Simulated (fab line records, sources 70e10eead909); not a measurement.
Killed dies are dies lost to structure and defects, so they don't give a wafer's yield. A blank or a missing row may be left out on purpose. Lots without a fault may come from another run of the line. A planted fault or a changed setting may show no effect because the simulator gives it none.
fab line records | flow nand_harc
record lots=24 wafers=72 last_day=34
route steps=1302 shown A_STAIRCASE@686
lots that met no fault: from a run of the same line without faults
start_h: hours from the record's first day to the start of the lot's first wafer shown | wait_h: hours since the lot's step before | " the same as in the row above | L1.1+2: a row that stands for several wafers | - no value, or no start given | * or withheld: withheld | < > ~ a bound
route shown NAME@n: a module of which the file shows steps, and the number in the route of the first | usual: mean/standard deviation of fault-free wafers | same: alike in all rows | chamber/n: place in a boat | sites: the reading at each site | _std_site: their standard deviation | _edge_site: outer sites' mean less inner sites' | radius_mm: how far each site lies from the wafer's centre | mask NAME#n: copy n | behind: the tool/chamber that last shaped the wafer | hold: why the lot was held/for how many hours/how that ended | device: the transistor (n, p or np) that didn't switch | end of line: the same wafers' tests at the end of the route | a step without rows: its recipe alone | killed: dies lost to structure and defects at the first sort, not the wafer's yield | map: a wafer's dies, x killed, . not, _ none there
set.NAME: the setting as run; set.NAME@STEP: as run at that earlier step | model.NAME: the simulator's own value behind a step, which no gauge read
steps of the route over a sample of lots; a table a step, a row a wafer
services: from which hour (start_h, from the record's first day; less than 0 if before it) a tool's chamber was out of use, for how many hours, and why
## steps
# step NHARC_A_STAIRCASE_STRIP_175
# recipe power_w=1500 temp_c=250 chemistry=O2
# usual drypump_motor_current_A=5.82/0.28 heater_power_w=334/52
# columns lot.wafer tool chamber start_h wait_h drypump_motor_current_A heater_power_w rf_hours_counter_h
L074.1 plasma_asher-01 1 363.34 0.1 5.95 378 3
L074.3 " 1 " " 5.98 376 -
L074.6 " 0 " " 5.38 337 -
L075.1 plasma_asher-02 1 376.71 0.1 6.05 368 25
L075.2 " 0 " " 5.99 237 25
L075.5 " 0 " " 6.01 240 -
L077.2 plasma_asher-02 0 381.60 0.1 6.01 242 26
L077.1 " 1 " " 6.07 367 26
L077.3 " 1 " " 6.05 373 -
L076.2 plasma_asher-02 1 382.40 0.1 6.04 363 27
L076.3 " 0 " " 6.00 231 -
L076.5 " 0 " " 6.00 240 -
L078.2 plasma_asher-02 0 406.25 0.1 6.03 238 32
L078.4 " 1 " " 6.04 367 -
L078.6 " 1 " " 6.05 372 -
L079.3 plasma_asher-01 0 410.95 0.2 5.38 328 -
L079.5 " 1 " " 5.97 380 -
L079.6 " 0 " " 5.38 325 -
L080.1 plasma_asher-01 0 419.17 0.1 5.39 334 13
L080.3 " 1 " " 5.95 387 -
L080.6 " 1 " " 5.92 368 -
L081.2 plasma_asher-01 0 428.01 0.3 5.40 336 15
L081.4 " 1 " " 5.90 374 -
L081.5 " 0 " " 5.38 330 -
L083.1 plasma_asher-01 0 434.28 0.1 5.39 332 16
L083.3 " 1 " " 6.00 382 -
L083.4 " 0 " " 5.38 330 -
L082.2 plasma_asher-01 0 439.66 0.1 5.38 335 17
L082.4 " 1 " " 5.94 380 -
L082.6 " 0 " " 5.37 331 -
L084.3 plasma_asher-01 1 449.70 0.2 5.96 379 -
L084.6 " 0 " " 5.41 328 -
L084.5 " 1 " " 5.96 376 -
L086.1 plasma_asher-01 0 469.27 0.1 5.42 331 22
L086.5 " 1 " " 5.96 383 -
L086.6 " 0 " " 5.39 329 -
L085.1 plasma_asher-02 0 470.08 0.1 6.00 240 6
L085.5 " 1 " " 6.05 364 -
L085.6 " 0 " " 6.00 252 -
L087.1 plasma_asher-01 1 478.50 0.1 5.94 364 24
L087.3 " 1 " " 5.94 390 -
L087.6 " 1 " " 5.93 378 -
L089.3 plasma_asher-01 0 496.32 0.2 5.39 342 -
L089.5 " 0 " " 5.39 328 -
L089.6 " 1 " " 5.94 377 -
L088.4 plasma_asher-01 1 496.79 0.2 5.96 371 -
L088.6 " 1 " " 5.91 377 -
L088.5 " 0 " " 5.40 328 -
L090.2 plasma_asher-02 1 522.64 0.3 6.07 377 20
L090.3 " 1 " " 6.05 364 -
L090.4 " 0 " " 5.99 240 -
L091.3 plasma_asher-02 0 523.07 0.7 6.01 243 -
L091.5 " 1 " " 6.05 364 -
L091.6 " 0 " " 6.01 242 -
L092.3 plasma_asher-01 0 536.30 0.2 5.41 333 -
L092.6 " 0 " " 5.43 335 -
L092.5 " 1 " " 5.94 398 -
L093.1 plasma_asher-02 0 548.37 0.1 6.00 241 25
L093.3 " 1 " " 6.06 374 -
L093.6 " 1 " " 6.05 359 -
L094.2 plasma_asher-02 1 556.27 0.1 6.03 363 27
L094.4 " 0 " " 6.01 238 -
L094.6 " 0 " " 6.01 239 -
L095.2 plasma_asher-01 1 564.03 0.1 5.96 401 7
L095.3 " 0 " " 5.35 330 -
L095.5 " 0 " " 5.38 336 -
L096.1 plasma_asher-02 0 580.27 0.1 6.01 244 32
L096.2 " 1 " " 6.02 362 32
L096.3 " 1 " " 6.06 366 -
L097.2 plasma_asher-01 1 591.43 0.1 5.95 388 13
L097.4 " 1 " " 5.94 392 -
L097.6 " 1 " " 5.96 394 -
# step NHARC_A_STAIRCASE_TRIM_196
# recipe time_s=211.2 o2_flow_sccm=500 ar_flow_sccm=0 bias_w=0 chemistry=O2
# usual drypump_motor_current_A=5.7/0.33 oes_product_au=0.998/0.015 rf_vpp_V=57.8/0.79 showerhead_plenum_p_Torr=3.53/0.16 throttle_valve_pct=17.038/0.0079
# columns lot.wafer tool chamber start_h wait_h drypump_motor_current_A oes_product_au rf_hours_counter_h rf_vpp_V showerhead_plenum_p_Torr throttle_valve_pct
L074.1 rie_diel-09 2 366.19 0.1 6.3 1.007 11 58.4 3.65 17.040
L074.3 " 0 " " 6.1 0.982 13 57.8 3.77 17.047
L074.6 " 3 " " 5.4 1.003 - 57.6 3.45 17.037
L075.2 rie_diel-13 2 379.32 0.1 5.2 1.014 9 58.2 3.66 17.036
L075.1 " 0 " " 5.6 1.006 10 57.5 3.53 17.043
L075.5 " 3 " " 5.2 0.967 - 60.4 3.74 17.039
L076.2 rie_diel-04 0 385.09 0.1 5.7 1.033 5 58.0 3.73 17.046
L076.3 " 1 " " 5.4 1.000 6 57.7 3.49 17.028
L076.5 " 3 " " 6.2 1.003 - 56.6 3.37 17.017
L077.3 rie_diel-13 0 387.01 0.1 5.6 0.999 16 58.3 3.53 17.024
L077.1 " 1 " " 5.8 1.008 15 58.1 3.34 17.040
L077.2 " 3 " " 5.2 0.970 14 58.4 3.74 17.026
L078.4 rie_diel-09 3 408.69 0.1 5.3 1.007 27 58.0 3.44 17.046
L078.2 " 0 " " 6.0 0.992 31 58.5 3.76 17.033
L078.6 " 3 " " 5.4 1.008 - 58.7 3.44 17.038
L079.3 rie_diel-09 2 413.64 0.1 6.2 0.991 26 58.6 3.64 17.038
L079.5 " 0 " " 6.0 0.980 - 57.8 3.76 17.039
L079.6 " 1 " " 5.9 0.997 - 57.4 3.41 17.043
L080.3 rie_diel-09 3 421.86 0.1 5.3 1.019 32 57.9 3.44 17.031
L080.1 " 2 " " 6.2 0.995 32 57.2 3.64 17.041
L080.6 " 0 " " 6.1 0.988 - 56.9 3.76 17.036
L081.4 rie_diel-04 2 431.61 0.1 5.6 0.984 18 56.6 3.30 17.059
L081.2 " 1 " " 5.4 1.000 14 58.7 3.48 17.045
L081.5 " 2 " " 5.6 0.984 - 55.9 3.30 17.026
L083.3 rie_diel-13 0 437.36 0.1 5.6 0.988 31 56.8 3.52 17.048
L083.4 " 1 " " 5.9 0.999 32 57.5 3.33 17.042
L083.1 " 2 " " 5.2 1.008 25 57.9 3.65 17.041
L082.4 rie_diel-13 1 443.85 0.1 5.8 1.002 35 57.2 3.33 17.037
L082.2 " 2 " " 5.2 1.011 29 58.4 3.65 17.053
L082.6 " 0 " " 5.6 0.990 - 58.0 3.52 17.022
L084.3 rie_diel-04 3 452.23 0.1 6.2 1.006 25 57.5 3.36 17.035
L084.5 " 1 " " 5.4 0.992 - 57.4 3.48 17.047
L084.6 " 2 " " 5.6 0.984 - 58.3 3.29 17.050
L086.1 rie_diel-13 3 471.88 0.1 5.2 0.981 42 58.4 3.72 17.031
L086.6 " 1 " " 5.9 1.005 - 58.0 3.32 17.032
L086.5 " 2 " " 5.2 1.013 - 57.7 3.64 17.036
L085.1 rie_diel-13 0 472.83 0.1 5.6 1.006 44 58.1 3.51 17.046
L085.6 " 3 " " 5.2 0.986 - 57.9 3.72 17.040
L085.5 " 0 " " 5.6 1.006 - 56.6 3.51 17.033
L087.1 rie_diel-04 0 481.17 0.1 5.7 1.011 32 58.0 3.72 17.043
L087.3 " 1 " " 5.5 1.002 32 57.3 3.47 17.038
L087.6 " 0 " " 5.7 1.013 - 58.6 3.72 17.032
L089.3 rie_diel-04 0 501.81 0.1 5.7 1.005 38 58.4 3.71 17.039
L089.6 " 0 " " 5.7 0.993 - 58.1 3.71 17.043
L089.5 " 1 " " 5.5 0.984 - 57.5 3.47 17.028
L088.4 rie_diel-13 1 502.43 0.1 5.9 1.016 52 58.1 3.32 17.038
L088.5 " 3 " " 5.2 0.967 - 58.3 3.72 17.033
L088.6 " 0 " " 5.6 1.001 - 55.5 3.51 17.040
L090.2 rie_diel-09 1 525.67 0.1 5.9 0.982 7 58.6 3.39 17.038
L090.4 " 2 " " 6.2 0.972 9 58.8 3.62 17.042
L090.3 " 3 " " 5.3 1.028 9 57.8 3.42 17.032
L091.3 rie_diel-09 3 526.17 0.3 5.4 1.023 9 57.8 3.42 17.034
L091.5 " 0 " " 6.0 0.990 - 58.9 3.74 17.032
L091.6 " 1 " " 5.9 0.991 - 58.4 3.39 17.045
L092.3 rie_diel-09 3 538.89 0.2 5.4 1.020 13 57.6 3.42 17.047
L092.6 " 1 " " 5.9 0.983 - 58.2 3.39 17.039
L092.5 " 2 " " 6.2 0.995 - 57.9 3.62 17.032
L093.3 rie_diel-13 3 551.06 0.1 5.3 1.013 13 57.7 3.71 17.041
L093.1 " 1 " " 5.8 0.986 9 56.8 3.31 17.046
L093.6 " 0 " " 5.6 1.006 - 57.6 3.50 17.047
L094.4 rie_diel-04 1 558.84 0.1 5.5 0.974 4 57.7 3.46 17.037
L094.2 " 0 " " 5.7 1.023 5 57.6 3.70 17.031
L094.6 " 1 " " 5.5 0.975 - 57.8 3.46 17.020
L095.3 rie_diel-13 1 566.78 0.1 5.9 0.984 14 58.2 3.31 17.037
L095.2 " 2 " " 5.2 1.016 17 57.7 3.62 17.026
L095.5 " 0 " " 5.6 1.004 - 59.1 3.49 17.024
L096.1 rie_diel-09 2 582.91 0.1 6.2 0.988 26 58.0 3.61 17.043
L096.3 " 3 " " 5.4 1.023 27 56.1 3.41 17.037
L096.2 " 0 " " 6.0 0.977 24 59.5 3.73 17.033
L097.2 rie_diel-04 0 593.94 0.1 5.7 1.032 13 58.9 3.70 17.032
L097.4 " 3 " " 6.2 1.004 15 58.0 3.33 17.041
L097.6 " 1 " " 5.4 0.981 - 56.8 3.45 17.049
# step NHARC_A_STAIRCASE_TRIM_224
# recipe time_s=211.2 o2_flow_sccm=500 ar_flow_sccm=0 bias_w=0 chemistry=O2
# usual drypump_motor_current_A=5.7/0.34 oes_product_au=1.000/0.014 rf_vpp_V=57.8/0.94 showerhead_plenum_p_Torr=3.52/0.16 throttle_valve_pct=17.035/0.0091
# columns lot.wafer tool chamber start_h wait_h drypump_motor_current_A oes_product_au rf_hours_counter_h rf_vpp_V showerhead_plenum_p_Torr throttle_valve_pct
L074.3 rie_diel-09 0 - - 6.0 0.990 18 56.6 3.77 17.031
L074.1 " 2 " " 6.2 1.005 15 58.0 3.65 17.014
L074.6 " 0 " " 6.0 0.983 - 58.5 3.77 17.037
L075.2 rie_diel-13 1 - - 5.9 1.010 10 55.7 3.34 17.034
L075.1 " 0 " " 5.6 0.999 12 58.9 3.53 17.041
L075.5 " 1 " " 5.9 1.019 - 55.8 3.34 17.030
L076.2 rie_diel-04 0 - - 5.7 1.012 7 58.0 3.73 17.022
L076.3 " 3 " " 6.2 0.997 6 56.6 3.37 17.030
L076.5 " 1 " " 5.4 0.991 - 57.2 3.49 17.029
L077.2 rie_diel-09 0 - - 6.0 0.980 27 58.7 3.77 17.051
L077.1 " 1 " " 5.9 1.004 18 57.0 3.41 17.036
L077.3 " 2 " " 6.2 1.010 20 58.5 3.65 17.043
L078.4 rie_diel-09 1 - - 5.9 0.987 22 56.4 3.41 17.014
L078.2 " 2 " " 6.2 0.986 25 56.9 3.65 17.035
L078.6 " 1 " " 5.9 1.001 - 58.2 3.41 17.061
L079.3 rie_diel-13 0 - - 5.6 1.011 25 56.8 3.52 17.034
L079.6 " 0 " " 5.6 1.011 - 57.8 3.52 17.041
L079.5 " 1 " " 5.9 1.006 - 58.0 3.33 17.035
L080.1 rie_diel-04 2 - - 5.6 0.975 15 56.8 3.30 17.044
L080.3 " 0 " " 5.7 1.035 14 58.7 3.73 17.042
L080.6 " 2 " " 5.6 0.991 - 56.7 3.30 17.027
L081.2 rie_diel-09 1 - - 5.9 1.015 31 56.2 3.40 17.027
L081.4 " 2 " " 6.2 0.997 - 58.1 3.64 17.018
L081.5 " 1 " " 5.9 1.012 - 58.2 3.40 17.035
L083.4 rie_diel-04 2 - - 5.6 0.997 21 56.3 3.29 17.040
L083.3 " 3 " " 6.2 0.998 20 57.6 3.36 17.035
L083.1 " 1 " " 5.4 0.996 17 59.1 3.48 17.042
L082.2 rie_diel-09 2 - - 6.2 0.989 42 58.9 3.64 17.047
L082.6 " 0 " " 6.0 0.989 - 59.1 3.76 17.029
L082.4 " 2 " " 6.2 0.988 - 58.1 3.64 17.027
L084.3 rie_diel-13 0 - - 5.6 1.009 37 57.9 3.52 17.030
L084.5 " 0 " " 5.6 1.016 - 57.5 3.52 17.045
L084.6 " 1 " " 5.9 1.006 - 56.4 3.33 17.033
L086.1 rie_diel-13 3 - - 5.2 0.973 44 58.2 3.72 17.023
L086.6 " 1 " " 5.8 1.002 - 56.5 3.32 17.038
L086.5 " 2 " " 5.2 1.003 - 58.6 3.64 17.035
L085.1 rie_diel-04 3 - - 6.2 0.983 33 57.9 3.35 17.049
L085.6 " 1 " " 5.4 0.998 - 59.5 3.47 17.030
L085.5 " 2 " " 5.6 0.985 - 58.0 3.29 17.039
L087.3 rie_diel-09 0 - - 6.0 0.997 54 58.3 3.75 17.029
L087.1 " 1 " " 5.9 1.008 45 58.2 3.40 17.040
L087.6 " 1 " " 5.9 1.006 - 57.4 3.40 17.039
L088.4 rie_diel-04 0 - - 5.7 1.002 39 59.0 3.71 17.017
L088.6 " 2 " " 5.6 0.995 - 56.3 3.28 17.024
L088.5 " 3 " " 6.2 0.995 - 58.3 3.35 17.039
L089.3 rie_diel-13 1 - - 5.8 1.027 53 57.5 3.32 17.034
L089.6 " 1 " " 5.8 1.022 - 56.6 3.32 17.050
L089.5 " 2 " " 5.2 1.005 - 57.6 3.64 17.035
L090.4 rie_diel-04 2 - - 5.6 1.005 54 57.1 3.28 17.049
L090.2 " 3 " " 6.2 1.004 53 57.7 3.34 17.037
L090.3 " 0 " " 5.7 1.018 50 59.1 3.71 17.028
L091.3 rie_diel-13 1 - - 5.9 0.985 0 58.7 3.32 17.026
L091.6 " 2 " " 5.2 1.014 - 58.1 3.63 17.020
L091.5 " 3 " " 5.2 1.009 - 59.3 3.71 17.037
L092.3 rie_diel-09 3 - - 5.4 1.013 13 57.3 3.42 17.039
L092.5 " 0 " " 6.0 0.980 - 56.8 3.74 17.041
L092.6 " 1 " " 5.9 0.972 - 55.5 3.39 17.028
L093.1 rie_diel-09 3 - - 5.3 1.023 19 58.2 3.41 17.043
L093.3 " 0 " " 6.0 0.981 18 60.0 3.74 17.026
L093.6 " 2 " " 6.2 0.980 - 58.3 3.62 17.032
L094.4 rie_diel-13 2 - - 5.2 1.013 16 56.5 3.62 17.043
L094.2 " 0 " " 5.6 0.997 12 57.5 3.49 17.031
L094.6 " 2 " " 5.2 1.017 - 57.2 3.62 17.023
L095.3 rie_diel-09 2 - - 6.2 0.981 21 57.7 3.61 17.030
L095.2 " 3 " " 5.3 1.013 22 56.9 3.41 17.028
L095.5 " 2 " " 6.2 0.987 - 58.1 3.62 17.035
L096.3 rie_diel-13 0 - - 5.6 1.010 19 56.4 3.49 17.053
L096.1 " 1 " " 5.9 0.980 20 55.9 3.31 17.046
L096.2 " 2 " " 5.2 1.020 22 58.1 3.62 17.029
L097.2 rie_diel-09 0 - - 6.0 0.990 28 58.6 3.73 17.041
L097.4 " 3 " " 5.4 1.023 31 57.1 3.41 17.041
L097.6 " 0 " " 6.0 0.981 - 57.0 3.73 17.043
# step NHARC_A_STAIRCASE_ETCH_225
# recipe target_depth_a=1000 time_s=40.5 ion_energy_ev=400 c4f8_flow_sccm=20 o2_flow_sccm=10 ar_flow_sccm=withheld rf_w=600 bias_w=1000 chemistry=C4F8/O2
# usual oes_product_au=0.941/0.015 rf_vpp_V=896/5.8
# columns lot.wafer tool chamber start_h wait_h oes_product_au rf_hours_counter_h rf_vpp_V
L074.3 rie_diel-09 3 - - 0.943 16 891
L074.1 " 0 " " 0.930 18 905
L074.6 " 1 " " 0.936 - 892
L075.2 rie_diel-13 0 - - 0.954 12 895
L075.1 " 2 " " 0.953 10 901
L075.5 " 1 " " 0.955 - 890
L076.3 rie_diel-04 1 - - 0.938 7 895
L076.2 " 2 " " 0.949 7 887
L076.5 " 3 " " 0.955 - 888
L077.2 rie_diel-09 3 - - 0.948 22 893
L077.1 " 1 " " 0.945 18 892
L077.3 " 2 " " 0.941 20 899
L078.2 rie_diel-09 1 - - 0.943 22 890
L078.4 " 2 " " 0.939 25 900
L078.6 " 1 " " 0.945 - 891
L079.3 rie_diel-13 1 - - 0.939 25 890
L079.6 " 1 " " 0.937 - 889
L079.5 " 2 " " 0.948 - 900
L080.3 rie_diel-04 1 - - 0.918 12 895
L080.1 " 2 " " 0.924 15 888
L080.6 " 0 " " 0.969 - 903
L081.2 rie_diel-09 3 - - 0.944 36 894
L081.5 " 2 " " 0.939 - 900
L081.4 " 1 " " 0.946 - 890
L083.4 rie_diel-04 0 - - 0.973 20 903
L083.3 " 1 " " 0.932 17 894
L083.1 " 3 " " 0.944 20 889
L082.2 rie_diel-09 0 - - 0.928 40 904
L082.6 " 0 " " 0.931 - 903
L082.4 " 2 " " 0.939 - 900
L084.3 rie_diel-13 3 - - 0.942 35 902
L084.6 " 3 " " 0.941 - 903
L084.5 " 0 " " 0.956 - 896
L086.1 rie_diel-13 0 - - 0.934 45 895
L086.5 " 2 " " 0.938 - 901
L086.6 " 3 " " 0.906 - 903
L085.1 rie_diel-04 3 - - 0.939 33 889
L085.6 " 1 " " 0.931 - 895
L085.5 " 2 " " 0.930 - 888
L087.3 rie_diel-09 0 - - 0.922 55 905
L087.1 " 3 " " 0.927 56 893
L087.6 " 0 " " 0.921 - 904
L088.4 rie_diel-04 3 - - 0.932 42 890
L088.5 " 2 " " 0.936 - 886
L088.6 " 3 " " 0.938 - 890
L089.3 rie_diel-13 0 - - 0.956 55 896
L089.6 " 1 " " 0.955 - 888
L089.5 " 2 " " 0.947 - 899
L090.4 rie_diel-04 1 - - 0.929 48 895
L090.2 " 2 " " 0.934 54 886
L090.3 " 3 " " 0.960 53 890
L091.3 rie_diel-13 2 - - 0.951 1 900
L091.6 " 1 " " 0.917 - 889
L091.5 " 2 " " 0.956 - 900
L092.3 rie_diel-09 0 - - 0.931 12 903
L092.5 " 0 " " 0.938 - 902
L092.6 " 1 " " 0.930 - 890
L093.1 rie_diel-09 1 - - 0.919 16 892
L093.3 " 0 " " 0.925 18 903
L093.6 " 1 " " 0.924 - 890
L094.4 rie_diel-13 3 - - 0.961 17 902
L094.2 " 2 " " 0.960 16 898
L094.6 " 3 " " 0.954 - 905
L095.2 rie_diel-09 0 - - 0.934 21 903
L095.3 " 2 " " 0.925 21 899
L095.5 " 0 " " 0.928 - 905
L096.3 rie_diel-13 0 - - 0.963 19 895
L096.2 " 1 " " 0.940 20 888
L096.1 " 3 " " 0.932 23 902
L097.4 rie_diel-09 1 - - 0.934 27 891
L097.2 " 2 " " 0.929 31 900
L097.6 " 0 " " 0.933 - 903
# step NHARC_A_STAIRCASE_TRIM_235
# recipe time_s=211.2 o2_flow_sccm=500 ar_flow_sccm=0 bias_w=0 chemistry=O2
# usual drypump_motor_current_A=5.7/0.34 oes_product_au=0.998/0.015 rf_vpp_V=57.7/0.99 showerhead_plenum_p_Torr=3.51/0.16 throttle_valve_pct=17.036/0.0089
# columns lot.wafer tool chamber start_h wait_h drypump_motor_current_A oes_product_au rf_hours_counter_h rf_vpp_V showerhead_plenum_p_Torr throttle_valve_pct
L074.3 rie_diel-13 0 - - 5.6 0.992 10 58.5 3.53 17.040
L074.1 " 1 " " 5.9 1.005 8 55.3 3.34 17.034
L074.6 " 3 " " 5.2 0.971 - 58.9 3.74 17.043
L075.2 rie_diel-04 1 - - 5.4 0.985 5 59.0 3.49 17.033
L075.1 " 0 " " 5.7 1.025 5 58.2 3.73 17.044
L075.5 " 2 " " 5.6 1.000 - 55.3 3.30 17.034
L076.3 rie_diel-04 3 - - 6.2 0.994 6 57.2 3.37 17.036
L076.2 " 0 " " 5.7 1.024 7 58.3 3.73 17.036
L076.5 " 2 " " 5.6 0.991 - 58.1 3.30 17.033
L077.2 rie_diel-09 2 - - 6.2 1.005 21 57.0 3.65 17.033
L077.3 " 0 " " 6.0 0.985 27 57.8 3.76 17.037
L077.1 " 1 " " 5.9 1.008 19 59.3 3.41 17.033
L078.2 rie_diel-09 3 - - 5.4 1.005 28 58.0 3.44 17.020
L078.4 " 0 " " 6.0 0.979 32 58.5 3.76 17.036
L078.6 " 1 " " 5.9 0.990 - 58.5 3.41 17.038
L079.3 rie_diel-04 0 - - 5.7 1.035 14 57.6 3.73 17.025
L079.6 " 0 " " 5.7 1.030 - 57.7 3.73 17.043
L079.5 " 2 " " 5.6 0.989 - 58.6 3.30 17.055
L080.1 rie_diel-04 2 - - 5.6 0.986 16 56.0 3.30 17.033
L080.3 " 1 " " 5.4 0.996 12 57.9 3.48 17.035
L080.6 " 2 " " 5.6 0.983 - 55.9 3.30 17.035
L081.2 rie_diel-09 3 - - 5.4 1.008 37 57.7 3.44 17.029
L081.5 " 1 " " 5.9 1.004 - 56.1 3.40 17.041
L081.4 " 3 " " 5.4 1.000 - 56.8 3.44 17.044
L083.3 rie_diel-04 3 - - 6.2 0.991 23 58.9 3.36 17.039
L083.4 " 0 " " 5.7 1.017 21 58.3 3.72 17.032
L083.1 " 2 " " 5.6 1.002 23 55.9 3.29 17.037
L082.2 rie_diel-13 2 - - 5.2 1.008 31 57.2 3.65 17.035
L082.4 " 3 " " 5.3 0.986 34 56.8 3.73 17.030
L082.6 " 1 " " 5.9 0.998 - 57.5 3.33 17.010
L084.3 rie_diel-13 3 - - 5.2 0.976 36 59.9 3.73 17.038
L084.5 " 0 " " 5.6 1.010 - 58.4 3.51 17.039
L084.6 " 1 " " 5.9 0.996 - 57.5 3.33 17.050
L086.1 rie_diel-04 1 - - 5.4 1.002 31 56.6 3.47 17.046
L086.6 " 3 " " 6.2 0.994 - 57.4 3.35 17.043
L086.5 " 0 " " 5.7 1.016 - 58.5 3.72 17.051
L085.1 rie_diel-04 1 - - 5.4 0.998 31 56.8 3.47 17.025
L085.6 " 0 " " 5.7 1.013 - 59.9 3.72 17.040
L085.5 " 1 " " 5.4 0.995 - 57.9 3.47 17.025
L087.3 rie_diel-09 0 - - 6.0 0.978 56 56.6 3.75 17.040
L087.1 " 1 " " 5.9 0.992 47 57.5 3.40 17.023
L087.6 " 1 " " 5.9 1.000 - 56.9 3.40 17.040
L089.3 rie_diel-13 3 - - 5.2 0.979 54 57.8 3.72 17.015
L089.6 " 2 " " 5.2 1.011 - 58.5 3.64 17.035
L089.5 " 3 " " 5.2 0.982 - 58.7 3.72 17.040
L088.4 rie_diel-04 2 - - 5.6 0.999 47 56.2 3.28 17.029
L088.5 " 3 " " 6.2 0.992 - 58.7 3.35 17.036
L088.6 " 0 " " 5.7 1.019 - 58.2 3.71 17.036
L090.4 rie_diel-13 1 - - 5.8 0.996 2 57.5 3.31 17.042
L090.2 " 2 " " 5.2 1.023 2 59.1 3.63 17.042
L090.3 " 0 " " 5.6 1.008 2 57.4 3.50 17.035
L091.3 rie_diel-09 2 - - 6.2 0.989 10 57.4 3.62 17.030
L091.5 " 0 " " 6.0 0.976 - 59.4 3.74 17.042
L091.6 " 1 " " 5.9 0.961 - 56.6 3.39 17.024
L092.3 rie_diel-09 3 - - 5.4 1.022 14 56.3 3.42 17.050
L092.5 " 2 " " 6.2 0.980 - 58.6 3.62 17.035
L092.6 " 3 " " 5.3 1.018 - 56.4 3.42 17.040
L093.1 rie_diel-09 2 - - 6.2 0.983 18 58.9 3.62 17.033
L093.3 " 1 " " 5.9 0.987 17 57.2 3.39 17.030
L093.6 " 3 " " 5.4 1.027 - 58.8 3.41 17.031
L094.4 rie_diel-09 2 - - 6.2 0.980 19 56.7 3.62 17.036
L094.2 " 0 " " 6.1 0.977 20 57.7 3.74 17.058
L094.6 " 2 " " 6.3 0.979 - 58.3 3.62 17.038
L095.2 rie_diel-04 2 - - 5.5 0.990 7 58.1 3.80 17.029
L095.3 " 3 " " 6.2 1.009 7 56.3 3.34 17.038
L095.5 " 2 " " 5.6 0.994 - 58.1 3.80 17.051
L096.2 rie_diel-13 2 - - 5.2 1.014 22 57.9 3.62 17.039
L096.3 " 3 " " 5.2 1.006 23 58.7 3.70 17.039
L096.1 " 0 " " 5.6 1.012 20 58.7 3.49 17.031
L097.2 rie_diel-09 1 - - 5.9 0.986 28 57.6 3.38 17.018
L097.4 " 2 " " 6.3 0.987 32 59.3 3.61 17.042
L097.6 " 1 " " 5.9 0.991 - 56.9 3.38 17.036
# step NHARC_A_STAIRCASE_DEP_280
# recipe target_thk_a=300 target_thk_nm=30 temp_c=400 pressure_torr=3.5 flow_sccm=200 rf_w=350 material=SiON
# usual heater_power_w=741/120 susceptor_temp_C=399.95/0.2
# columns lot.wafer tool chamber start_h wait_h heater_power_w susceptor_temp_C
L074.1 pecvd-03 1 385.45 1.6 828 399.75
L074.3 " 0 " " 495 400.14
L074.6 " 1 " " 839 399.86
L075.1 pecvd-04 1 396.09 1.6 674 400.09
L075.2 " 2 " " 715 400.36
L075.5 " 0 " " 772 399.97
L076.2 pecvd-03 2 402.99 1.2 775 399.70
L076.3 " 0 " " 506 399.80
L076.5 " 1 " " 747 399.78
L077.3 pecvd-03 2 406.03 1.0 714 400.03
L077.1 " 0 " " 519 399.81
L077.2 " 1 " " 848 400.05
L078.2 pecvd-04 0 425.67 1.4 712 400.23
L078.6 " 2 " " 807 400.24
L078.4 " 1 " " 674 399.92
L079.3 pecvd-01 1 429.65 1.0 908 399.82
L079.6 " 2 " " 828 399.98
L079.5 " 1 " " 890 399.92
L080.3 pecvd-04 2 447.23 0.9 720 399.75
L080.1 " 1 " " 732 399.83
L080.6 " 0 " " 802 400.04
L081.2 pecvd-01 1 460.41 1.3 901 400.01
L081.5 " 2 " " 823 400.30
L081.4 " 0 " " 696 400.12
L083.1 pecvd-01 2 463.98 1.5 812 399.96
L083.3 " 1 " " 940 400.07
L083.4 " 0 " " 752 400.03
L082.2 pecvd-04 2 465.80 1.2 783 399.70
L082.6 " 1 " " 690 400.10
L082.4 " 2 " " 787 399.54
L084.3 pecvd-01 1 475.02 1.0 906 399.67
L084.5 " 2 " " 750 399.82
L084.6 " 0 " " 813 399.97
L086.1 pecvd-01 0 488.27 1.6 724 400.32
L086.6 " 2 " " 819 399.67
L086.5 " 0 " " 724 399.52
L085.1 pecvd-01 0 490.10 1.6 782 400.21
L085.6 " 1 " " 795 399.93
L085.5 " 0 " " 795 399.89
L087.1 pecvd-03 2 499.29 1.6 745 399.97
L087.3 " 0 " " 513 399.97
L087.6 " 0 " " 517 400.40
L089.3 pecvd-04 1 520.06 1.0 750 399.94
L089.5 " 1 " " 745 399.95
L089.6 " 2 " " 647 399.92
L088.4 pecvd-03 2 522.24 0.7 698 400.46
L088.5 " 0 " " 447 399.80
L088.6 " 1 " " 825 399.99
L090.2 pecvd-01 1 542.14 1.3 974 400.11
L090.3 " 0 " " 764 399.52
L090.4 " 0 " " 743 399.86
L091.3 pecvd-04 0 549.26 0.9 755 400.05
L091.6 " 0 " " 753 399.86
L091.5 " 1 " " 693 399.52
L092.3 pecvd-04 1 553.99 1.0 745 400.33
L092.5 " 0 " " 742 399.67
L092.6 " 1 " " 750 400.14
L093.3 pecvd-03 2 572.44 1.0 693 400.00
L093.1 " 0 " " 426 399.94
L093.6 " 0 " " 424 399.88
L094.2 pecvd-03 2 576.87 1.3 729 400.01
L094.6 " 0 " " 438 400.04
L094.4 " 1 " " 807 399.82
L095.3 pecvd-04 2 583.40 0.9 753 400.11
L095.2 " 0 " " 739 399.96
L095.5 " 0 " " 733 399.58
L096.3 pecvd-01 0 599.44 0.9 771 399.97
L096.2 " 1 " " 931 400.04
L096.1 " 2 " " 735 400.03
L097.2 pecvd-03 2 609.45 1.3 729 399.69
L097.4 " 2 " " 719 399.98
L097.6 " 0 " " 507 400.11
## services
# columns tool chamber start_h hours kind
plasma_asher-01 - 342.00 9.0 pm
rie_diel-13 - 342.16 9.0 pm
rie_diel-04 2 347.03 6.0 repair
rie_diel-04 0 353.25 1.8 repair
rie_diel-04 3 353.40 8.5 repair
plasma_asher-02 - 354.26 0.9 repair
rie_diel-09 1 356.47 11.1 repair
rie_diel-04 - 357.14 9.0 pm
pecvd-03 - 366.00 13.0 pm
pecvd-03 - 383.98 0.8 repair
rie_diel-13 2 384.14 13.5 repair
plasma_asher-01 - 394.60 2.3 repair
rie_diel-09 1 399.58 2.5 repair
plasma_asher-02 - 426.13 9.0 pm
rie_diel-09 1 443.80 8.7 repair
pecvd-04 - 450.03 13.0 pm
pecvd-04 2 472.90 3.7 repair
rie_diel-09 - 497.14 9.0 pm
plasma_asher-01 - 519.19 9.0 pm
rie_diel-13 - 519.23 9.0 pm
rie_diel-04 - 534.14 9.0 pm
rie_diel-13 0 543.73 4.0 repair
plasma_asher-02 - 595.55 1.3 repair
plasma_asher-02 - 603.20 9.0 pm
## key
fault none
